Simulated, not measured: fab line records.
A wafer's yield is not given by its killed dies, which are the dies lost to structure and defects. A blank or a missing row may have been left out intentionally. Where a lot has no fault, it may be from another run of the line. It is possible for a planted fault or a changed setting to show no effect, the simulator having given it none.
Problem report, 8D (eight disciplines) form, completed by code ; flow n5-finfet ; the parts of the form that need people (team, actions taken, sign-off) are left out

== 1. THE PROBLEM ==
Mean RS_PWELL at N5_BEOL_M4_RC_MEAS_101: 3201 ohm/sq over 6 wafers in 2 lots; fault-free wafers: 3008 ohm/sq, standard deviation 23. Relative to the usual mean, that is a shift of +8.4 standard deviations.
The first sign was on wafer L394.1 at day 12 10:09, on prober-02. The record has a number at this step for 30 wafers belonging to 10 lots. Rule for "out", or "out of limits": more than 4 standard deviations from the usual mean. All remaining wafers that have a number are taken as sound.

== 2. WHAT IT IS, AND WHAT IT ISN'T ==
question;is;is not
which readings at this step;RS_PWELL;DIBL_P, IOFF_P, ION_N, ION_P, SS_N, SS_P, VT_P
which lots;L394, L395;L379, L383, L384, L387, L388, L392, L398, L400
which wafers of those lots;all that have a number;-
read on which gauges;prober-01, prober-02;-
when;from day 12 10:09;"up to then (18 sound wafers); but 6 sound wafers of L398, L400 came after"

== 3. WHAT RULES OUT EACH SUSPECT ==
Counting: any tool at a process step up to the reading is kept as a suspect provided that every lot that is out went through it and no sound lot did after the first of them.
- the gauge at N5_BEOL_M4_RC_MEAS_101 has been ruled out. 2 gauges (prober-01, prober-02) read the wafers that are out.
- implanter-02 at N5_WELL_APT_IMPLANT_31: kept. It processed each lot that is out, first L394 at day 5 21:14, and no sound lot thereafter; up to then, the last sound lot it processed was L387 at day 4 04:17. Out on those wafers are its own readings of dose-ions-cm2.
- rie-diel-05 at N5_PMOS_HMC_CHANNEL_EPI_DESCUM_14 (chemistry O2, time 7.9 s): kept. It ran every lot that is out, first L394 (day 5 23:48), and no sound lot after that.
Remaining after the count are implanter-02 at N5_WELL_APT_IMPLANT_31 and rie-diel-05 at N5_PMOS_HMC_CHANNEL_EPI_DESCUM_14.

== 4. THE CAUSE (what the simulator had put in) ==
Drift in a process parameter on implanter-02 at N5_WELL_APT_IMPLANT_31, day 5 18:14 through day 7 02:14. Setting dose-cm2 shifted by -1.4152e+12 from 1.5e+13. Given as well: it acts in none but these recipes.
Of the 2 suspects that counting leaves, this tool is one.

== 5. THE CHAIN OF EFFECTS, in route order ==
One row per reading whose mean, taken over the struck wafers that have a number, lies over 3 standard deviations from the usual. Readings are gone through only where the record gives a usual standard deviation; hours: the median, over the lots, of the time from a lot's start at the first step in this table giving one to that lot's start at this step; sigmas: the change measured in usual standard deviations.
hours;step;reading;usual;on struck wafers;change;sigmas
0;N5_WELL_APT_IMPLANT_31;dose-ions-cm2;1.5001e+13;1.3578e+13;-1.4227e+12;-79
0;N5_WELL_APT_IMPLANT_31;faraday-current-uA;190;171;-19;-5.0
155;N5_BEOL_M4_RC_MEAS_101;RS_PWELL;3008 ohm/sq;3201;+193;+8.4
Here are the process steps it includes:
- N5_WELL_APT_IMPLANT_31

== 6. HOW IT WOULD HAVE BEEN CAUGHT EARLIER ==
In this record the first reading out of limits at a measuring or inspecting step was taken at day 12 10:09, 160 hours after the fault began at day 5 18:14.
At N5_WELL_APT_IMPLANT_31, the tool's own readings (dose-ions-cm2) were out on each struck wafer the step has a row for, so an alarm limit on them would have fired on the first such wafer.
Lots out: 2; all had begun N5_WELL_APT_IMPLANT_31 on implanter-02 by day 12 10:09. None of them would have been spared by holding the tool at that moment.
